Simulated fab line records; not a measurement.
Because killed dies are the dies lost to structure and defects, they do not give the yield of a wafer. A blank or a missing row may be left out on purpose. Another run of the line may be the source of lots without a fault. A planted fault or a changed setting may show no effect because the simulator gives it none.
Chamber matching -- flow n5 finfet -- N5_FIN_CUT_CUT_ETCH_28 on rie si-06: 4 sister chambers
The step etches Si in HBr/Cl2/O2, target depth 6 nm, time 2.4 s. 4 wafers are shown with their chamber, then 8 later ones without.

== EACH WAFER AND ITS CHAMBER ==
wafer,chamber,throttle valve pct (%)
L083.5,1,36.87
L084.3,2,37.55
L084.6,0,37.05
L087.1,3,37.45

== WAFERS MISSING THEIR CHAMBER ==
wafer,throttle valve pct (%)
L087.3,37.04
L087.5,36.86
L093.1,36.86
L093.3,37.47
L093.6,37.47
L094.2,37.48
L094.3,37.04
L094.5,37.02

== WHICH CHAMBER EACH ONE RAN IN ==
wafer,from the rows above,in truth
L087.3,0,0
L087.5,1,1
L093.1,1,1
L093.3,3,3
L093.6,3,3
L094.2,3,3
L094.3,0,0
L094.5,0,0
Placed correctly: 8 of 8. From these rows, 0 cannot be placed. Wrongly placed: 0.
How it was worked out, from the rows above alone: a wafer's distance from a chamber is the root of the sum, over the readings, of the square of ((its reading less the chamber's mean) divided by the reading's scatter). If the next closest chamber is less than 2 further off than the closest, the wafer can't be placed; otherwise it belongs to the closest. A chamber's mean is the mean of its shown wafers. The scatter: root of mean squared gap, hidden wafer to nearest shown wafer, with one shown wafer a chamber.
